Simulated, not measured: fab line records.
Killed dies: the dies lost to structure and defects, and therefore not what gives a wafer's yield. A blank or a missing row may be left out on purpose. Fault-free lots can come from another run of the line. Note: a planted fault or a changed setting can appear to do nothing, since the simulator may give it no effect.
fab line records | flow nand-harc
record: lots: 11 wafers: 33 last-day: 24
route steps=1159 shown A_STAIRCASE@559 END@1159
lots with no fault: from the same line, run without faults
start-h: start of the lot's first displayed wafer, in hours after the record's first day | wait-h: hours elapsed since this lot's preceding step | " as in the row above | L1.1+2: several wafers, shown together as one row | - value missing, or start not given | * or withheld: withheld | < > ~ a bound
route shown NAME@n: a module of which the file shows steps, and the number in the route of the first | usual: mean and standard deviation over wafers with no fault | same: alike in all rows | chamber/n: place in a boat | sites: the reading at each site | _std_site: standard deviation across them | _edge_site: the outer-site mean with the inner-site mean subtracted | radius-mm: for every site, how far away it sits from the centre of the wafer | mask NAME#n: copy n | behind: the most recent tool/chamber to have shaped the wafer | hold: why the lot was held/for how many hours/how that ended | device: names the non-switching transistor (n, p or np) | end of line: the tests these same wafers got at the end of their route | where a step has no rows: the recipe by itself | killed: dies lost to structure and defects at the first sort, not the wafer's yield | map: per-die view of a wafer (x killed, . not killed, _ where there is no die)
set.NAME: the setting that was run; set.NAME@STEP: the one run at that earlier step | model.NAME: the simulator's own value behind a step, which no gauge read
a sample of lots followed through the steps of the route, with each step as a table and each wafer as a row
services: when a tool's chamber went out of use (start-h, in hours from the record's first day, below 0 if earlier), for how many hours, and the reason
== steps ==
step: NHARC_A_STAIRCASE_TRIM_22
recipe: time-s: 211.2 o2-flow-sccm: 500 ar-flow-sccm: 0 bias-w: 0 chemistry: O2
usual: chamber-pressure-mTorr: 60.00/0.055 drypump-motor-current-A: 6.0/0.48 oes-product-au: 1.000/0.0087 rf-vpp-V: 57.7/0.85 showerhead-plenum-p-Torr: 3.45/0.1 throttle-valve-pct: 17.037/0.0095
columns lot.wafer tool chamber start-h wait-h chamber-pressure-mTorr drypump-motor-current-A oes-product-au rf-hours-counter-h rf-vpp-V showerhead-plenum-p-Torr throttle-valve-pct
L931.2 rie-diel-13 1 250.06 - 59.89 6.6 1.006 45 57.3 3.49 17.036
L931.4 " 2 " " 60.00 5.9 1.002 52 58.0 3.37 17.048
L931.6 " 0 " " 59.96 5.8 1.004 - 58.2 3.54 17.029
L933.1 rie-diel-13 3 252.68 - 60.07 6.2 1.009 53 58.3 3.47 17.033
L933.5 " 2 " " 60.00 5.9 1.022 - 56.3 3.37 17.040
L933.6 " 3 " " 60.03 6.2 1.003 - 57.8 3.47 17.039
L935.2 rie-diel-10 0 277.71 - 59.95 5.7 1.000 24 56.7 3.40 17.034
L935.1 " 1 " " 60.00 5.4 1.002 32 58.0 3.69 17.038
L935.5 " 1 " " 60.03 5.4 0.988 - 58.9 3.69 17.036
L936.4 rie-diel-10 0 286.04 - 59.99 5.7 1.014 30 57.1 3.40 17.040
L936.1 " 1 " " 59.98 5.4 0.995 38 58.3 3.69 17.054
L936.6 " 0 " " 59.97 5.7 1.009 - 57.5 3.40 17.021
L937.1 rie-diel-09 1 286.39 - 60.13 6.2 0.999 7 56.6 3.40 17.016
L937.4 " 3 " " 60.04 6.6 1.015 7 55.7 3.34 17.033
L937.6 " 1 " " 59.92 6.2 0.998 - 58.2 3.40 17.039
L939.2 rie-diel-13 0 293.04 - 60.06 5.7 1.010 4 57.6 3.53 17.025
L939.3 " 2 " " 59.92 5.9 1.003 3 56.3 3.36 17.038
L939.5 " 0 " " 59.93 5.7 1.006 - 57.8 3.53 17.044
L945.1 rie-diel-13 0 330.33 - 59.93 5.7 0.763 16 57.2 3.52 17.037
L945.3 " 2 " " 60.04 5.9 1.003 16 57.1 3.35 17.043
L945.6 " 0 " " 59.99 5.7 0.772 - 57.2 3.52 17.044
L949.1 rie-diel-10 0 343.83 - 59.95 5.7 0.988 51 57.2 3.39 17.028
L949.4 " 1 " " 60.14 5.4 0.995 58 58.7 3.68 17.040
L949.3 " 2 " " 59.98 5.0 0.987 61 57.6 3.39 17.049
L946.1 rie-diel-13 1 348.77 - 60.06 6.7 0.991 22 58.9 3.47 17.052
L946.6 " 1 " " 59.94 6.7 0.992 - 58.2 3.47 17.026
L946.5 " 0 " " 60.05 5.7 0.768 - 57.9 3.52 17.040
L951.2 rie-diel-09 2 359.70 - 59.92 6.5 0.984 39 56.6 3.33 17.034
L951.4 " 3 " " 60.02 6.7 0.994 40 56.0 3.32 17.048
L951.6 " 2 " " 59.98 6.5 0.989 - 58.3 3.33 17.027
L952.1 rie-diel-09 3 380.97 - 59.97 6.6 0.998 47 58.4 3.32 17.014
L952.3 " 0 " " 60.01 5.7 0.985 44 58.4 3.54 17.023
L952.5 " 2 " " 60.05 6.5 0.980 - 57.7 3.33 17.035
step: NHARC_A_STAIRCASE_ETCH_25
recipe: target-depth-a: 1000 time-s: 40.5 ion-energy-ev: 400 c4f8-flow-sccm: 20 o2-flow-sccm: 10 ar-flow-sccm: withheld rf-w: 600 bias-w: 1000 chemistry: C4F8/O2
usual: chamber-pressure-mTorr: 24.998/0.024 oes-product-au: 0.942/0.011 rf-vpp-V: 893/3.8
columns lot.wafer tool chamber start-h wait-h chamber-pressure-mTorr oes-product-au rf-hours-counter-h rf-vpp-V
L931.4 rie-diel-13 0 - - 25.036 0.945 50 896
L931.2 " 2 " " 24.989 0.936 52 890
L931.6 " 0 " " 24.962 0.950 - 895
L933.1 rie-diel-13 1 - - 24.997 0.953 47 895
L933.6 " 2 " " 25.010 0.964 - 892
L933.5 " 3 " " 25.015 0.946 - 894
L935.1 rie-diel-10 1 - - 24.995 0.947 33 901
L935.2 " 2 " " 24.979 0.940 34 893
L935.5 " 1 " " 24.974 0.954 - 903
L936.4 rie-diel-10 3 - - 25.019 0.937 40 895
L936.1 " 1 " " 24.972 0.946 38 902
L936.6 " 3 " " 25.000 0.930 - 895
L937.1 rie-diel-09 3 - - 25.026 0.949 7 890
L937.4 " 0 " " 24.974 0.942 8 896
L937.6 " 0 " " 24.967 0.948 - 896
L939.2 rie-diel-13 1 - - 24.963 0.942 3 894
L939.3 " 2 " " 24.982 0.931 3 891
L939.5 " 2 " " 24.962 0.941 - 891
L945.3 rie-diel-13 3 - - 24.950 0.968 18 893
L945.1 " 0 " " 25.031 0.959 16 895
L945.6 " 0 " " 25.065 0.962 - 896
L949.1 rie-diel-10 3 - - 25.020 0.934 62 893
L949.4 " 0 " " 24.988 0.935 51 891
L949.3 " 1 " " 24.990 0.944 59 902
L946.1 rie-diel-13 1 - - 24.972 0.945 22 894
L946.6 " 1 " " 25.022 0.949 - 896
L946.5 " 0 " " 24.990 0.950 - 896
L951.4 rie-diel-09 1 - - 24.975 0.941 36 891
L951.2 " 2 " " 24.994 0.923 40 888
L951.6 " 0 " " 24.961 0.927 - 893
L952.3 rie-diel-09 3 - - 25.023 0.937 47 888
L952.1 " 0 " " 25.005 0.932 44 897
L952.5 " 0 " " 25.023 0.945 - 897
step: NHARC_A_STAIRCASE_TRIM_26
recipe: time-s: 211.2 o2-flow-sccm: 500 ar-flow-sccm: 0 bias-w: 0 chemistry: O2
usual: chamber-pressure-mTorr: 60.00/0.051 drypump-motor-current-A: 6.0/0.46 oes-product-au: 0.999/0.0094 rf-vpp-V: 57.5/0.93 showerhead-plenum-p-Torr: 3.45/0.097 throttle-valve-pct: 17.037/0.0092
columns lot.wafer tool chamber start-h wait-h chamber-pressure-mTorr drypump-motor-current-A oes-product-au rf-hours-counter-h rf-vpp-V showerhead-plenum-p-Torr throttle-valve-pct
L931.4 rie-diel-13 1 - - 59.98 6.7 1.002 46 57.5 3.49 17.044
L931.2 " 2 " " 59.94 5.9 1.017 52 56.9 3.37 17.045
L931.6 " 1 " " 59.95 6.7 1.006 - 58.6 3.49 17.045
L933.1 rie-diel-13 1 - - 59.98 6.7 1.004 47 58.2 3.49 17.042
L933.6 " 2 " " 59.95 5.9 1.020 - 58.1 3.37 17.047
L933.5 " 3 " " 59.98 6.2 0.995 - 56.6 3.47 17.044
L935.2 rie-diel-10 3 - - 59.97 5.8 1.000 35 58.0 3.50 17.025
L935.1 " 2 " " 59.87 5.0 0.994 34 56.2 3.41 17.033
L935.5 " 0 " " 59.91 5.8 1.005 - 58.9 3.40 17.031
L936.1 rie-diel-10 1 - - 60.04 5.4 0.983 38 58.6 3.69 17.030
L936.4 " 2 " " 59.96 5.1 1.001 39 57.9 3.40 17.044
L936.6 " 1 " " 59.95 5.4 1.002 - 56.8 3.69 17.025
L937.4 rie-diel-09 3 - - 60.03 6.6 1.009 8 56.7 3.34 17.038
L937.1 " 1 " " 59.90 6.2 1.007 7 58.4 3.40 17.038
L937.6 " 0 " " 60.02 5.6 0.996 - 57.5 3.56 17.036
L939.3 rie-diel-13 3 - - 59.98 6.2 0.990 4 57.3 3.47 17.021
L939.2 " 1 " " 59.92 6.6 0.999 3 56.5 3.48 17.031
L939.5 " 2 " " 59.87 5.9 0.986 - 59.5 3.36 17.029
L945.1 rie-diel-13 0 - - 60.08 5.7 1.004 16 57.6 3.52 17.052
L945.3 " 1 " " 59.98 6.7 1.002 15 58.0 3.48 17.026
L945.6 " 3 " " 60.00 6.2 0.991 - 57.8 3.46 17.048
L949.3 rie-diel-10 3 - - 60.03 5.8 1.001 62 56.9 3.48 17.052
L949.1 " 0 " " 60.02 5.7 0.977 51 57.0 3.39 17.040
L949.4 " 1 " " 60.02 5.4 0.988 59 59.0 3.68 17.026
L946.1 rie-diel-13 0 - - 59.99 5.7 1.010 24 56.6 3.52 17.036
L946.5 " 1 " " 59.92 6.6 1.008 - 56.6 3.47 17.043
L946.6 " 2 " " 60.02 5.9 1.010 - 58.2 3.35 17.035
L951.4 rie-diel-09 1 - - 60.09 6.2 1.011 36 57.4 3.38 17.043
L951.2 " 2 " " 60.06 6.5 0.999 40 58.2 3.33 17.038
L951.6 " 2 " " 59.98 6.5 0.989 - 57.7 3.33 17.033
L952.1 rie-diel-09 2 - - 60.07 6.5 0.985 47 55.6 3.33 17.030
L952.3 " 1 " " 60.05 6.2 1.008 44 56.5 3.38 17.050
L952.5 " 2 " " 59.97 6.5 0.987 - 56.8 3.33 17.034
step: NHARC_A_STAIRCASE_ETCH_27
recipe: target-depth-a: 1000 time-s: 40.5 ion-energy-ev: 400 c4f8-flow-sccm: 20 o2-flow-sccm: 10 ar-flow-sccm: withheld rf-w: 600 bias-w: 1000 chemistry: C4F8/O2
usual: chamber-pressure-mTorr: 24.998/0.024 oes-product-au: 0.940/0.011 rf-vpp-V: 893/3.8
columns lot.wafer tool chamber start-h wait-h chamber-pressure-mTorr oes-product-au rf-hours-counter-h rf-vpp-V
L931.2 rie-diel-13 0 - - 24.981 0.956 50 896
L931.4 " 1 " " 25.009 0.936 46 895
L931.6 " 0 " " 24.993 0.938 - 895
L933.1 rie-diel-13 2 - - 24.966 0.966 54 890
L933.6 " 0 " " 24.978 0.957 - 895
L933.5 " 1 " " 24.988 0.963 - 895
L935.2 rie-diel-10 3 - - 24.974 0.936 35 896
L935.1 " 0 " " 24.963 0.937 25 892
L935.5 " 2 " " 25.013 0.944 - 892
L936.1 rie-diel-10 2 - - 25.025 0.928 39 891
L936.4 " 0 " " 24.979 0.935 31 892
L936.6 " 1 " " 25.003 0.925 - 902
L937.4 rie-diel-09 0 - - 25.039 0.934 8 896
L937.1 " 1 " " 24.983 0.952 7 890
L937.6 " 1 " " 25.006 0.946 - 892
L939.2 rie-diel-13 3 - - 25.024 0.934 5 894
L939.3 " 1 " " 25.037 0.945 3 895
L939.5 " 3 " " 24.934 0.922 - 892
L945.1 rie-diel-13 3 - - 24.985 0.957 18 894
L945.3 " 2 " " 24.996 0.941 17 890
L945.6 " 0 " " 24.963 0.958 - 895
L949.1 rie-diel-10 1 - - 25.000 0.930 59 903
L949.3 " 2 " " 24.983 0.929 61 891
L949.4 " 3 " " 24.991 0.938 63 892
L946.1 rie-diel-13 2 - - 24.989 0.936 24 888
L946.5 " 2 " " 24.970 0.930 - 890
L946.6 " 0 " " 25.011 0.947 - 895
L951.2 rie-diel-09 3 - - 24.980 0.941 41 889
L951.4 " 0 " " 24.965 0.932 38 896
L951.6 " 3 " " 25.015 0.936 - 889
L952.1 rie-diel-09 3 - - 25.037 0.942 47 887
L952.3 " 1 " " 24.958 0.956 44 890
L952.5 " 3 " " 25.022 0.946 - 888
step: NHARC_END_SORT_01
recipe: temp-c: 25
usual: killed-at-array: 27/8 killed-at-other: 0.8/1.2 killed-at-periphery: 3.3/2.3 killed-dies: 31/8.8 killed-open: 3.2/2.1 killed-short: 2.1/1.4
same: gross-dies: 677
columns lot.wafer tool chamber start-h wait-h hold killed-at-array killed-at-other killed-at-periphery killed-dies killed-open killed-short
L933.1 prober-02 0 453.74 2.5 - 28 1 0 29 3 2
L933.5 prober-02 0 456.91 3.7 - 29 0 2 31 4 3
L933.6 prober-02 0 457.70 4.0 - 17 0 1 18 7 1
L931.2 prober-01 0 470.12 2.8 - 24 1 2 27 3 2
L931.4 prober-01 0 471.74 3.4 - 28 0 4 32 0 6
L931.6 prober-01 0 473.36 4.0 - 24 0 3 27 6 5
L935.1 prober-01 0 483.41 2.5 - 24 1 1 26 3 1
L935.2 prober-01 0 484.21 2.8 - 25 3 2 30 2 2
L935.5 prober-01 0 486.58 3.7 - 25 1 2 28 1 1
L936.1 prober-01 0 491.14 2.5 - 20 0 2 22 0 4
L936.4 prober-01 0 493.57 3.4 - 14 0 3 17 1 3
L936.6 prober-01 0 495.18 4.0 - 32 0 4 36 3 4
L939.2 prober-01 0 501.43 2.8 - 16 0 1 17 3 2
L939.3 prober-01 0 502.24 3.1 - 22 0 2 24 1 2
L939.5 prober-01 0 503.85 3.7 - 14 1 4 19 3 2
L937.1 prober-02 0 501.81 2.5 - 33 1 4 38 3 5
L937.4 prober-02 0 504.22 3.4 - 30 0 7 37 4 1
L937.6 prober-02 0 505.82 4.0 - 32 0 4 36 4 1
L945.1 prober-01 0 539.82 2.5 await-dispo/0.7h/release 621 2 5 628 0 1
L945.3 prober-01 0 541.43 3.1 await-dispo/0.7h/release 30 3 4 37 3 2
L945.6 prober-01 0 543.84 4.0 await-dispo/0.7h/release 623 1 5 629 0 1
L949.1 prober-01 0 549.97 2.5 - 28 0 2 30 1 3
L949.3 prober-01 0 551.58 3.1 - 21 0 3 24 6 3
L949.4 prober-01 0 552.39 3.4 - 23 0 2 25 4 1
L946.1 prober-01 0 557.83 2.5 await-dispo/3.5h/release 28 1 1 30 4 1
L946.5 prober-01 0 561.06 3.7 await-dispo/3.5h/release 622 0 2 624 6 4
L946.6 prober-01 0 561.86 4.0 await-dispo/3.5h/release 29 1 2 32 4 1
L951.2 prober-02 0 570.11 2.8 - 32 0 0 32 9 2
L951.4 prober-02 0 571.71 3.4 - 32 1 1 34 3 4
L951.6 prober-02 0 573.31 4.0 - 24 0 6 30 5 3
L952.1 prober-02 0 581.52 2.5 - 14 0 4 18 3 0
L952.3 prober-02 0 583.10 3.1 - 29 3 2 34 2 3
L952.5 prober-02 0 584.69 3.7 - 18 0 2 20 2 4
killed by level:class
L933.1 A_CHANNEL_HOLE_D1:chamber-film-flake=14 A_STAIRCASE:chamber-film-flake=8 A_ONON_D1:geometric-particle:open=2 A_WL_FILL:geometric-particle:open=1 A_CONTACT:geometric-particle:short=1 A_M0:geometric-particle:short=1 A_CONTACT:chamber-film-flake=1 THIN_TSV:chamber-film-flake=1
L933.5 A_CHANNEL_HOLE_D1:chamber-film-flake=17 A_STAIRCASE:chamber-film-flake=4 P_M2:geometric-particle:open=1 A_SOURCE_PLATE:geometric-particle:short=1 A_ONON_D1:geometric-particle:short=1 A_CHANNEL_FILL_D1:geometric-particle:open=1 A_SGD_CUT:geometric-particle:open=1 A_CONTACT:geometric-particle:short=1
L933.6 A_CHANNEL_HOLE_D1:chamber-film-flake=4 A_STAIRCASE:chamber-film-flake=4 A_CONTACT:geometric-particle:open=3 A_BLC:geometric-particle:open=2 P_CONTACT:geometric-particle:open=1 A_CONTACT:geometric-particle:short=1 A_M0:geometric-particle:open=1 A_WL_FILL:chamber-film-flake=1
L931.2 A_CHANNEL_HOLE_D1:chamber-film-flake=9 A_STAIRCASE:chamber-film-flake=7 A_CONTACT:geometric-particle:open=2 P_ZERO_WELL:chamber-film-flake=2 A_WL_FILL:geometric-particle:short=1 A_M0:geometric-particle:open=1 A_M1:geometric-particle:short=1 A_ZERO_WELL:chamber-film-flake=1
L931.4 A_CHANNEL_HOLE_D1:chamber-film-flake=14 A_STAIRCASE:chamber-film-flake=4 P_ZERO_WELL:chamber-film-flake=3 A_CHANNEL_HOLE_D1:geometric-particle:short=2 A_WL_FILL:geometric-particle:short=2 A_ZERO_WELL:chamber-film-flake=2 A_ONON_D1:geometric-particle:short=1 A_M0:geometric-particle:short=1
L931.6 A_CHANNEL_HOLE_D1:chamber-film-flake=10 A_STAIRCASE:chamber-film-flake=3 A_CONTACT:chamber-film-flake=3 P_M0:geometric-particle:open=2 A_M0:geometric-particle:open=2 P_M1:geometric-particle:short=1 A_CHANNEL_FILL_D1:geometric-particle:open=1 A_CHANNEL_FILL_D1:geometric-particle:short=1
L935.1 A_CHANNEL_HOLE_D1:chamber-film-flake=10 A_SLIT:chamber-film-flake=7 A_STAIRCASE:chamber-film-flake=3 A_SOURCE_PLATE:geometric-particle:open=1 A_ONON_D1:geometric-particle:short=1 A_CONTACT:geometric-particle:open=1 A_M0:geometric-particle:open=1 P_GATE:chamber-film-flake=1
L935.2 A_CHANNEL_HOLE_D1:chamber-film-flake=12 A_SLIT:chamber-film-flake=8 THIN_TSV:chamber-film-flake=3 P_CONTACT:geometric-particle:short=1 A_SGD_CUT:geometric-particle:open=1 A_CONTACT:geometric-particle:open=1 A_M1:geometric-particle:short=1 P_STI:chamber-film-flake=1
L935.5 A_CHANNEL_HOLE_D1:chamber-film-flake=12 A_SLIT:chamber-film-flake=7 A_WL_FILL:chamber-film-flake=2 P_GATE:geometric-particle:open=1 A_CHANNEL_FILL_D1:geometric-particle:short=1 P_BONDPAD:chamber-film-flake=1 A_CHANNEL_FILL_D1:chamber-film-flake=1 A_STAIRCASE:chamber-film-flake=1
L936.1 A_SLIT:chamber-film-flake=9 A_CHANNEL_HOLE_D1:chamber-film-flake=3 A_CHANNEL_FILL_D1:chamber-film-flake=2 P_GATE:geometric-particle:short=1 A_ONON_D1:geometric-particle:short=1 A_CHANNEL_FILL_D1:geometric-particle:short=1 A_CONTACT:geometric-particle:short=1 P_ZERO_WELL:chamber-film-flake=1
L936.4 A_SLIT:chamber-film-flake=7 P_BONDPAD:chamber-film-flake=2 A_CHANNEL_HOLE_D1:chamber-film-flake=2 A_STAIRCASE:chamber-film-flake=2 P_M1:geometric-particle:open=1 A_CHANNEL_FILL_D1:geometric-particle:short=1 A_WL_FILL:geometric-particle:short=1 A_M0:geometric-particle:short=1
L936.6 A_SLIT:chamber-film-flake=17 A_CONTACT:geometric-particle:short=3 P_BONDPAD:chamber-film-flake=3 A_CONTACT:chamber-film-flake=3 A_CONTACT:geometric-particle:open=2 A_ZERO_WELL:chamber-film-flake=2 A_WL_FILL:geometric-particle:short=1 A_M0:geometric-particle:open=1
L939.2 A_CHANNEL_HOLE_D1:chamber-film-flake=4 A_WL_FILL:chamber-film-flake=3 A_CONTACT:chamber-film-flake=3 A_M0:geometric-particle:short=2 P_M1:geometric-particle:open=1 A_CHANNEL_FILL_D1:geometric-particle:open=1 A_BLC:geometric-particle:open=1 A_ZERO_WELL:chamber-film-flake=1
L937.1 A_CHANNEL_HOLE_D1:chamber-film-flake=13 A_SLIT:chamber-film-flake=13 A_CONTACT:chamber-film-flake=2 P_CONTACT:geometric-particle:short=1 P_CONTACT:geometric-particle:open=1 A_ONON_D1:geometric-particle:short=1 A_CHANNEL_FILL_D1:geometric-particle:short=1 A_STAIRCASE:geometric-particle:open=1
L939.3 A_CHANNEL_HOLE_D1:chamber-film-flake=12 A_CONTACT:chamber-film-flake=5 P_STI:geometric-particle:open=1 A_CHANNEL_HOLE_D1:geometric-particle:short=1 A_WL_FILL:geometric-particle:short=1 P_GATE:chamber-film-flake=1 A_STAIRCASE:chamber-film-flake=1 A_SLIT:chamber-film-flake=1
L939.5 A_CHANNEL_HOLE_D1:chamber-film-flake=10 P_BONDPAD:chamber-film-flake=2 P_GATE:geometric-particle:short=1 P_M1:geometric-particle:short=1 A_ONON_D1:geometric-particle:open=1 A_CONTACT:geometric-particle:open=1 STARTING-WAFER:geometric-particle:open=1 A_SGD_CUT:chamber-film-flake=1
L937.4 A_CHANNEL_HOLE_D1:chamber-film-flake=13 A_SLIT:chamber-film-flake=9 P_BONDPAD:chamber-film-flake=4 P_M0:chamber-film-flake=3 A_CONTACT:chamber-film-flake=3 A_CONTACT:geometric-particle:open=2 A_SGD_CUT:geometric-particle:open=1 A_M0:geometric-particle:open=1
L937.6 A_SLIT:chamber-film-flake=11 A_CHANNEL_HOLE_D1:chamber-film-flake=10 A_STAIRCASE:chamber-film-flake=3 A_CONTACT:chamber-film-flake=3 A_ONON_D1:geometric-particle:open=2 P_M0:chamber-film-flake=2 P_BONDPAD:chamber-film-flake=2 A_CONTACT:geometric-particle:short=1
L945.1 A_STAIRCASE:area-trim=581 A_CHANNEL_HOLE_D1:chamber-film-flake=25 A_SLIT:chamber-film-flake=5 A_CONTACT:chamber-film-flake=5 P_GATE:chamber-film-flake=3 A_M1:chamber-film-flake=3 THIN_TSV:chamber-film-flake=2 A_WL_FILL:geometric-particle:short=1
L945.3 A_CHANNEL_HOLE_D1:chamber-film-flake=16 P_GATE:chamber-film-flake=3 A_STAIRCASE:chamber-film-flake=3 A_SLIT:chamber-film-flake=3 A_M1:chamber-film-flake=2 A_CONTACT:chamber-film-flake=2 A_SOURCE_PLATE:geometric-particle:short=1 A_ONON_D1:geometric-particle:short=1
L945.6 A_STAIRCASE:area-trim=585 A_CHANNEL_HOLE_D1:chamber-film-flake=18 A_SLIT:chamber-film-flake=7 A_CONTACT:chamber-film-flake=5 A_M1:chamber-film-flake=5 A_STAIRCASE:chamber-film-flake=3 P_GATE:chamber-film-flake=2 P_CONTACT:geometric-particle:short=1
L949.1 A_CHANNEL_HOLE_D1:chamber-film-flake=6 A_CONTACT:chamber-film-flake=6 A_SLIT:chamber-film-flake=5 A_STAIRCASE:chamber-film-flake=4 A_M1:chamber-film-flake=2 P_M0:geometric-particle:short=1 A_SGD_CUT:geometric-particle:short=1 A_CONTACT:geometric-particle:open=1
L949.3 A_CHANNEL_HOLE_D1:chamber-film-flake=4 A_CONTACT:chamber-film-flake=4 A_CONTACT:geometric-particle:open=2 A_STAIRCASE:chamber-film-flake=2 A_WL_FILL:chamber-film-flake=2 P_GATE:geometric-particle:open=1 P_M1:geometric-particle:short=1 A_CHANNEL_FILL_D1:geometric-particle:open=1
L949.4 A_CONTACT:chamber-film-flake=8 A_CHANNEL_HOLE_D1:chamber-film-flake=5 A_SLIT:chamber-film-flake=3 A_STAIRCASE:chamber-film-flake=2 P_CONTACT:geometric-particle:open=1 A_WL_FILL:geometric-particle:short=1 A_WL_FILL:geometric-particle:open=1 A_CONTACT:geometric-particle:open=1
L946.1 A_CHANNEL_HOLE_D1:chamber-film-flake=12 A_M0:chamber-film-flake=5 A_STAIRCASE:chamber-film-flake=4 A_WL_FILL:chamber-film-flake=2 P_M0:geometric-particle:open=1 A_ONON_D1:geometric-particle:open=1 A_SGD_CUT:geometric-particle:short=1 A_CONTACT:geometric-particle:open=1
L946.5 A_STAIRCASE:area-trim=591 A_CHANNEL_HOLE_D1:chamber-film-flake=9 A_CONTACT:geometric-particle:open=4 A_STAIRCASE:chamber-film-flake=4 A_WL_FILL:chamber-film-flake=3 A_ONON_D1:geometric-particle:short=2 A_CONTACT:chamber-film-flake=2 A_M0:chamber-film-flake=2
L946.6 A_CHANNEL_HOLE_D1:chamber-film-flake=14 A_M0:chamber-film-flake=5 A_WL_FILL:chamber-film-flake=3 A_STAIRCASE:chamber-film-flake=2 P_STI:geometric-particle:open=1 P_M0:geometric-particle:open=1 A_ONON_D1:geometric-particle:short=1 A_CHANNEL_FILL_D1:geometric-particle:open=1
L951.2 A_CONTACT:chamber-film-flake=10 A_CHANNEL_HOLE_D1:chamber-film-flake=5 A_CONTACT:geometric-particle:open=3 A_BLC:geometric-particle:open=2 A_WL_FILL:chamber-film-flake=2 A_SOURCE_PLATE:geometric-particle:open=1 A_ONON_D1:geometric-particle:open=1 A_CHANNEL_HOLE_D1:geometric-particle:open=1
L951.4 A_CHANNEL_HOLE_D1:chamber-film-flake=8 A_CONTACT:chamber-film-flake=6 A_BLC:chamber-film-flake=6 A_STAIRCASE:chamber-film-flake=3 A_ONON_D1:geometric-particle:short=2 A_CHANNEL_FILL_D1:chamber-film-flake=2 P_M1:geometric-particle:open=1 A_ONON_D1:geometric-particle:open=1
L951.6 A_CHANNEL_HOLE_D1:chamber-film-flake=6 A_CONTACT:chamber-film-flake=5 A_BLC:chamber-film-flake=4 A_STAIRCASE:chamber-film-flake=3 A_ONON_D1:geometric-particle:short=2 A_CONTACT:geometric-particle:open=2 P_CONTACT:geometric-particle:open=1 P_M0:geometric-particle:open=1
L952.1 A_CHANNEL_HOLE_D1:chamber-film-flake=9 A_M0:geometric-particle:open=2 P_M2:chamber-film-flake=2 A_M1:geometric-particle:open=1 P_STI:chamber-film-flake=1 P_GATE:chamber-film-flake=1 A_WL_FILL:chamber-film-flake=1 A_CONTACT:chamber-film-flake=1
L952.3 A_CHANNEL_HOLE_D1:chamber-film-flake=10 A_CONTACT:chamber-film-flake=6 A_STAIRCASE:chamber-film-flake=5 A_SLIT:chamber-film-flake=2 A_BLC:chamber-film-flake=2 A_ONON_D1:geometric-particle:short=1 A_M0:geometric-particle:open=1 A_M1:geometric-particle:short=1
L952.5 A_CHANNEL_HOLE_D1:chamber-film-flake=6 A_STAIRCASE:chamber-film-flake=3 A_CONTACT:chamber-film-flake=3 P_M0:geometric-particle:short=2 A_ONON_D1:geometric-particle:open=1 A_ONON_D1:geometric-particle:short=1 A_WL_FILL:geometric-particle:short=1 A_CONTACT:geometric-particle:open=1
== services ==
columns tool chamber start-h hours kind
rie-diel-13 0 230.72 - clean
rie-diel-13 1 230.72 - clean
rie-diel-13 2 230.72 - clean
rie-diel-13 3 230.72 - clean
rie-diel-10 0 236.55 13.4 repair
rie-diel-09 - 254.16 9.0 pm
rie-diel-13 0 255.25 - clean
rie-diel-13 1 255.25 - clean
rie-diel-13 2 255.25 - clean
rie-diel-13 3 255.25 - clean
rie-diel-13 3 272.41 8.6 repair
rie-diel-13 - 276.04 9.0 pm
rie-diel-13 0 276.04 9.0 vent-cycle
rie-diel-13 1 276.04 9.0 vent-cycle
rie-diel-13 2 276.04 9.0 vent-cycle
rie-diel-13 0 285.04 - clean
rie-diel-13 1 285.04 - clean
rie-diel-13 2 285.04 - clean
rie-diel-13 3 285.04 - clean
rie-diel-13 2 305.68 4.4 repair
rie-diel-13 0 309.68 - clean
rie-diel-13 1 309.68 - clean
rie-diel-10 - 354.16 9.0 pm
rie-diel-13 - 375.21 2.7 repair
== key ==
first-sign: step: NHARC_A_STAIRCASE_TRIM_22 reading: oes-product-au direction: down sigmas: 27 usual: 1.000 struck: 0.768
effect: step: NHARC_END_SORT_01 reading: killed-at-array direction: up sigmas: 74 usual: 27 struck: 622
more-kills-born-at: NHARC_A_STAIRCASE_TRIM_22@rie-diel-13: 1757
met-at NHARC_A_STAIRCASE_TRIM_22
struck-lots L945,L946
struck-wafers L945.1,L945.6,L946.5
later-rows-left-out L945.1,L945.6,L946.5
tester-left-out L945,L946
not-acting-at NHARC_A_STAIRCASE_ETCH_25,NHARC_A_STAIRCASE_TRIM_26,NHARC_A_STAIRCASE_ETCH_27
onset-between 293.04 330.33
fault: kind: process-parameter-drift tool: rie-diel-13 chamber: 0 onset-h: 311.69 steps: NHARC_A_STAIRCASE_TRIM_22 channel: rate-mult offset: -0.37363 shape: step end-h: 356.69
tester-left-out: of these lots the tester's yield and bins aren't shown, on N5 and GAA mostly nor the transistor test; their killed dies are dies lost to structure and defects alone, not to doping, threshold or leakage, so they don't give the yield
later-rows-left-out: the simulator's readings of these wafers behind a module that went badly wrong aren't trusted and aren't shown, but for the sort
